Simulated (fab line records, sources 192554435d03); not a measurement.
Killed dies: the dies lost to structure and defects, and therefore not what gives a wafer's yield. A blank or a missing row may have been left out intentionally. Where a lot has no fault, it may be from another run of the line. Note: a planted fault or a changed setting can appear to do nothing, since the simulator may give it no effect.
Chamber matching    flow n5-finfet    4 sister chambers for N5_MOL_CONTACT_COAG_STRIP_72 on rie-diel-01
The step strips in N2/H2. 4 wafers are shown with their chamber, then 9 later ones without.

== EACH WAFER AND ITS CHAMBER ==
wafer   chamber  drypump-motor-current-A (A)
L087.6  2        5.8
L088.1  1        5.5
L088.3  0        5.2
L088.5  3        6.4

== WAFERS MISSING THEIR CHAMBER ==
wafer   drypump-motor-current-A (A)
L093.1  5.5
L093.3  5.1
L093.6  5.5
L094.1  6.4
L094.3  5.7
L094.4  5.2
L097.2  6.4
L097.5  5.2
L097.6  6.4

== CHAMBER TAKEN BY EACH ==
wafer   from the rows above  in truth
L093.1  1                    1
L093.3  0                    0
L093.6  1                    1
L094.1  3                    3
L094.3  2                    2
L094.4  0                    0
L097.2  3                    3
L097.5  0                    0
L097.6  3                    3
Correct placement for 9 of the 9. Not placeable from these rows: 0. 0 placed wrongly.
How it was worked out, from the rows above alone: a wafer's distance from a chamber is the root of the sum, over the readings, of the square of ((its reading less the chamber's mean) divided by the reading's scatter). The wafer belongs to the nearest chamber; if the next one is less than 2 further off, it can't be placed. A chamber's mean is the mean of its shown wafers. The scatter (one wafer shown for each chamber): square how far every hidden wafer sits from the nearest shown wafer, average those squares and take the square root.
